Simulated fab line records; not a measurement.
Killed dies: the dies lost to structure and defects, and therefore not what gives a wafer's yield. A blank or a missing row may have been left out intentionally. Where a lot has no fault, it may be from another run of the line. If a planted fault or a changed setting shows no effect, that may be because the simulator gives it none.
A lot that was struck, set against a sound lot / flow n5Finfet / 14 out of 1938 route steps
Sound: these wafers, L204.1, L204.5, L204.6. The struck wafers were L199.1, L199.5, L199.6. The cause is named last.
For every step that has rows: the tool of each side, followed by ch and its chambers, followed by its first start. Under that, the readings that differ: sound wafers / struck wafers / difference of the means / sigmas: that difference in standard deviations of wafers without a fault.
alike: a reading whose means differ by less than 2 such deviations, as well as words and numbers matching on both sides. not compared: withheld readings; readings where some wafer has no value; bounds like >300 that might hide an equal value; numbers whose values overlap and for which the record gives no deviation.
Wherever a step has rows on one side only, a row that says differs or no value, or a row with sigmas, the two part there. Non-overlapping numbers with no deviation appear without sigmas and do not part them. A reading that every wafer of one side lacks parts them only if that side has two wafers or more.

first, 6 steps without rows for these wafers: N5_PASSIVATION_EBR_40; N5_PASSIVATION_SOFTBAKE_39 (time 120 s); N5_PASSIVATION_EXPOSE_41 (exposes mask PASS OPEN, defocus 0 nm, target cd 40000 nm); N5_PASSIVATION_PEB_42; N5_PASSIVATION_DEVELOP_43 (develop time 60 s); N5_PASSIVATION_HARDBAKE_45 (time 120 s).
N5_PASSIVATION_CD_MEAS_44 targets a cd of 40000 nm.
  sound on cdSem-01 ch 0, day 17 20:02; struck on cdSem-02 ch 0, day 16 12:34
  alike: cdNm
N5_PASSIVATION_OVL_MEAS_66:
  sound on overlay-01 ch 0, day 17 20:04; struck on overlay-01 ch 0, day 16 12:35
  alike: PASS_OPEN_OVL
N5_PASSIVATION_INSPECT_67: inspects for defects (macro).
  sound: defectInspect-02 at day 17 20:06; struck: defectInspect-02 at day 16 12:37
  alike: rawDefectCount
N5_PASSIVATION_DESCUM_46: chemistry O2, time 7.9 s.
  sound on rieDiel-05 ch 1,2,3, day 17 20:08; struck on rieDiel-02 ch 0,2,3, day 16 12:39
  alike: drypumpMotorCurrentA, o2FlowSccm, oesProductAu, rfVppV, showerheadPlenumPTorr, throttleValvePct
  not compared: rfHoursCounterH
N5_PASSIVATION_PASS_ETCH_47: etches SiNx in CF4/O2, target depth 770 nm, time 385 s.
  sound on rieDiel-05 ch 1,2,3, day 17 20:10; struck on rieDiel-02 ch 0,2,3, day 16 12:41
  alike: drypumpMotorCurrentA, oesProductAu, rfVppV, showerheadPlenumPTorr, throttleValvePct
  not compared: rfHoursCounterH
N5_PASSIVATION_ETCH_54: etches SiO2 in CHF3/O2, target depth 880 nm, time 440 s.
  sound on rieDiel-05 ch 1,2,3, day 17 20:23; struck on rieDiel-02 ch 0,2,3, day 16 12:55
  alike: CHF3_flow_sccm, drypumpMotorCurrentA, oesProductAu, rfVppV, showerheadPlenumPTorr, throttleValvePct
  not compared: rfHoursCounterH
N5_PASSIVATION_STRIP_48: strips in O2.
  sound on rieDiel-05 ch 1,2,3, day 17 20:41; struck on rieDiel-02 ch 0,2,3, day 16 13:12
reading=tempC (C); sound=60.07 59.98 59.97; struck=59.32 59.52 59.39; difference=-0.60; sigmas=-5
  alike: drypumpMotorCurrentA, o2FlowSccm, oesProductAu, rfVppV, showerheadPlenumPTorr, throttleValvePct
  not compared: rfHoursCounterH
then, 1 step without rows for these wafers: N5_PASSIVATION_STRIP_52 (strips in post etch residue remover, time 1200 s).

## WHERE THEY PART
At N5_PASSIVATION_STRIP_48 and nowhere else, as far as this record goes.

WHY: whatever the simulator had introduced
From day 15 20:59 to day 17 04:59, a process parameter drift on rieDiel-02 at N5_PASSIVATION_STRIP_48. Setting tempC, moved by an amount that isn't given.
